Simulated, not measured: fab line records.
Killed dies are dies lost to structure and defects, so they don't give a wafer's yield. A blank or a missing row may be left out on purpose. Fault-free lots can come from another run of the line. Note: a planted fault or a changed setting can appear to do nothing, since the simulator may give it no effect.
Matching of chambers :: flow nand-harc :: ald-metal-02 running NHARC_A_CONTACT_ALD_18: 4 sister chambers
The step deposits TiN, target thk 3 nm, pulse time 1 s, ald cycles 150. 4 wafers are shown with their chamber, then 7 later ones without.

== WAFERS WITH THEIR CHAMBER ==
wafer: L078.2
chamber: 0
heater-power-outer-w (W): 603

wafer: L087.5
chamber: 1
heater-power-outer-w (W): 749

wafer: L092.1
chamber: 2
heater-power-outer-w (W): 720

wafer: L092.3
chamber: 3
heater-power-outer-w (W): 675

== WAFERS WITHOUT THEIR CHAMBER ==
wafer: L092.6
heater-power-outer-w (W): 567

wafer: L090.3
heater-power-outer-w (W): 705

wafer: L090.4
heater-power-outer-w (W): 566

wafer: L090.5
heater-power-outer-w (W): 572

wafer: L096.3
heater-power-outer-w (W): 584

wafer: L096.5
heater-power-outer-w (W): 570

wafer: L096.6
heater-power-outer-w (W): 754

== EACH ONE'S CHAMBER ==
wafer: L092.6
from the rows above: 0
in truth: 0

wafer: L090.3
from the rows above: can't be placed: 2 or 3 or 1
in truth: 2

wafer: L090.4
from the rows above: 0
in truth: 0

wafer: L090.5
from the rows above: 0
in truth: 0

wafer: L096.3
from the rows above: 0
in truth: 0

wafer: L096.5
from the rows above: 0
in truth: 0

wafer: L096.6
from the rows above: can't be placed: 1 or 2
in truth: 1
Placed correctly: 5 of 7. Not placeable from these rows: 2 (in 2, the candidates include the true chamber). Number placed wrongly: 0.
How it was worked out, from the rows above alone: a wafer's distance from a chamber is the root of the sum, over the readings, of the square of ((its reading less the chamber's mean) divided by the reading's scatter). The wafer belongs to the nearest chamber; if the next one is less than 2 further off, it can't be placed. Each chamber's mean is taken over the wafers shown for it. The scatter (one wafer shown for each chamber): square how far every hidden wafer sits from the nearest shown wafer, average those squares and take the square root.
